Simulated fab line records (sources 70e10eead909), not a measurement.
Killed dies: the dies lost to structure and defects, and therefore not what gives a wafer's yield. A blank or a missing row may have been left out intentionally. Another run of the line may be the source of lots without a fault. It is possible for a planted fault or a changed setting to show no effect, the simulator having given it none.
Matching of chambers -- flow nand_harc -- 4 sister chambers for NHARC_P_ZERO_WELL_ETCH_65 on rie_diel-01
The step etches the open film in N2/H2, target depth 80 nm, overetch 24 nm, time 87.88 s. 8 wafers are shown with their chamber, then 8 later ones without.

== WAFERS, EACH WITH ITS CHAMBER ==
wafer,chamber,drypump_motor_current_A (A),rf_vpp_V (V)
L077.1,1,5.2,425.7
L081.2,1,5.2,426.9
L081.3,3,5.5,431.8
L081.4,0,6.3,430.9
L084.1,2,5.7,432.1
L084.3,3,5.6,432.2
L084.5,0,6.3,432.5
L091.1,2,5.7,431.6

== WAFERS WITH NO CHAMBER GIVEN ==
wafer,drypump_motor_current_A (A),rf_vpp_V (V)
L091.3,6.3,431.5
L091.4,5.7,433.8
L094.1,6.3,429.8
L094.5,5.5,432.9
L094.6,6.3,429.5
L097.3,5.5,433.6
L097.4,5.7,432.1
L097.6,5.7,433.1

== WHICH CHAMBER EACH ONE RAN IN ==
wafer,from the rows above,in truth
L091.3,0,0
L091.4,2,2
L094.1,0,0
L094.5,3,3
L094.6,0,0
L097.3,3,3
L097.4,2,2
L097.6,2,2
Correctly placed: 8 of 8. From these rows, 0 cannot be placed. Number placed wrongly: 0.
How it was worked out, from the rows above alone: a wafer's distance from a chamber is the root of the sum, over the readings, of the square of ((its reading less the chamber's mean) divided by the reading's scatter). If the next closest chamber is less than 2 further off than the closest, the wafer can't be placed; otherwise it belongs to the closest. Each chamber's mean is taken over the wafers shown for it. The scatter is the square root of a quotient: the sum, over the shown wafers, of each reading's squared deviation from its chamber's mean, divided by wafers minus chambers.
